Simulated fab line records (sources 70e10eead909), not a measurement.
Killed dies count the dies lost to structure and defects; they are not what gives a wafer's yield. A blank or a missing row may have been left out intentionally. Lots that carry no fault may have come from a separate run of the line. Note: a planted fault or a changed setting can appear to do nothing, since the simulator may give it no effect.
Chamber matching || flow nand harc || ald hk-01 running NHARC_A_CHANNEL_FILL_D2_ALD_25: 4 sister chambers
The step deposits SiOx, target thk 60 nm, pulse time 10 s, ald cycles 600. 4 wafers are shown with their chamber, then 10 later ones without.

## WAFERS WITH THEIR CHAMBER
{"wafer": "L086.5", "chamber": 0, "heater power outer w (W)": 292}
{"wafer": "L087.6", "chamber": 1, "heater power outer w (W)": 236}
{"wafer": "L088.1", "chamber": 2, "heater power outer w (W)": 284}
{"wafer": "L088.5", "chamber": 3, "heater power outer w (W)": 260}

## WAFERS WITH NO CHAMBER GIVEN
{"wafer": "L088.6", "heater power outer w (W)": 287}
{"wafer": "L090.1", "heater power outer w (W)": 286}
{"wafer": "L090.4", "heater power outer w (W)": 283}
{"wafer": "L090.5", "heater power outer w (W)": 279}
{"wafer": "L092.1", "heater power outer w (W)": 281}
{"wafer": "L092.3", "heater power outer w (W)": 287}
{"wafer": "L092.4", "heater power outer w (W)": 248}
{"wafer": "L097.2", "heater power outer w (W)": 285}
{"wafer": "L097.6", "heater power outer w (W)": 282}
{"wafer": "L097.5", "heater power outer w (W)": 256}

## WHICH CHAMBER EACH ONE RAN IN
{"wafer": "L088.6", "from the rows above": "can't be placed: 2 or 0", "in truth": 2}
{"wafer": "L090.1", "from the rows above": "can't be placed: 2 or 0", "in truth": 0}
{"wafer": "L090.4", "from the rows above": "can't be placed: 2 or 0", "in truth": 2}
{"wafer": "L090.5", "from the rows above": "can't be placed: 2 or 0", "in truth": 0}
{"wafer": "L092.1", "from the rows above": "can't be placed: 2 or 0", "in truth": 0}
{"wafer": "L092.3", "from the rows above": "can't be placed: 2 or 0", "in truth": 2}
{"wafer": "L092.4", "from the rows above": "can't be placed: 1 or 3", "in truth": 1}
{"wafer": "L097.2", "from the rows above": "can't be placed: 2 or 0", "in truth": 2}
{"wafer": "L097.6", "from the rows above": "can't be placed: 2 or 0", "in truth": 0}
{"wafer": "L097.5", "from the rows above": 3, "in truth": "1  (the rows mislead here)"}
Correctly placed: 0 of 10. Not placeable from these rows: 9 (in 9, the candidates include the true chamber). Number placed wrongly: 1.
How it was worked out, from the rows above alone: a wafer's distance from a chamber is the root of the sum, over the readings, of the square of ((its reading less the chamber's mean) divided by the reading's scatter). If the next closest chamber is less than 2 further off than the closest, the wafer can't be placed; otherwise it belongs to the closest. A chamber's mean is the mean of its shown wafers. The scatter: root of mean squared gap, hidden wafer to nearest shown wafer, with one shown wafer a chamber.
